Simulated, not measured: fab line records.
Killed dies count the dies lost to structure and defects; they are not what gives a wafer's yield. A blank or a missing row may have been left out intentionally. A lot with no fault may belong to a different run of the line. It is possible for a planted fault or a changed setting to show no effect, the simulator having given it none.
Matching of chambers | flow n5Finfet | 4 sister chambers for N5_SD_EPI_P_SD_RECESS_17 on rieSi-05
The step chemistry HBr/Cl2/O2, target depth 39.1 nm, bt time 3 s. 7 wafers are shown with their chamber, then 9 later ones without.

== WAFERS PAIRED WITH THEIR CHAMBERS ==
wafer  | chamber | throttleValvePct (%) | drypumpMotorCurrentA (A)
L081.2 | 2       | 36.8                 | 5.1
L081.3 | 3       | 37.7                 | 5.1
L087.1 | 0       | 36.8                 | 6.2
L087.4 | 1       | 37.3                 | 5.9
L090.1 | 0       | 36.8                 | 6.3
L090.3 | 3       | 37.7                 | 5.1
L090.5 | 1       | 37.4                 | 5.9

== WAFERS WITHOUT THEIR CHAMBER ==
wafer  | throttleValvePct (%) | drypumpMotorCurrentA (A)
L091.1 | 36.8                 | 6.2
L091.4 | 37.7                 | 5.0
L091.5 | 36.8                 | 5.1
L094.4 | 36.8                 | 5.1
L094.5 | 37.4                 | 5.9
L094.6 | 36.8                 | 5.1
L096.2 | 37.7                 | 5.1
L096.3 | 36.8                 | 5.1
L096.4 | 36.8                 | 6.2

== THE CHAMBER EACH PASSED THROUGH ==
wafer  | from the rows above | in truth
L091.1 | 0                   | 0
L091.4 | 3                   | 3
L091.5 | 2                   | 2
L094.4 | 2                   | 2
L094.5 | 1                   | 1
L094.6 | 2                   | 2
L096.2 | 3                   | 3
L096.3 | 2                   | 2
L096.4 | 0                   | 0
9 of 9 placed correctly. Left unplaced by these rows: 0. 0 placed wrongly.
How it was worked out, from the rows above alone: a wafer's distance from a chamber is the root of the sum, over the readings, of the square of ((its reading less the chamber's mean) divided by the reading's scatter). If the next closest chamber is less than 2 further off than the closest, the wafer can't be placed; otherwise it belongs to the closest. A chamber's mean is the mean of its shown wafers. How the scatter is found: for the shown wafers, subtract from each reading the mean of its chamber, square and add these, divide the total by (wafers less chambers), then take the root.
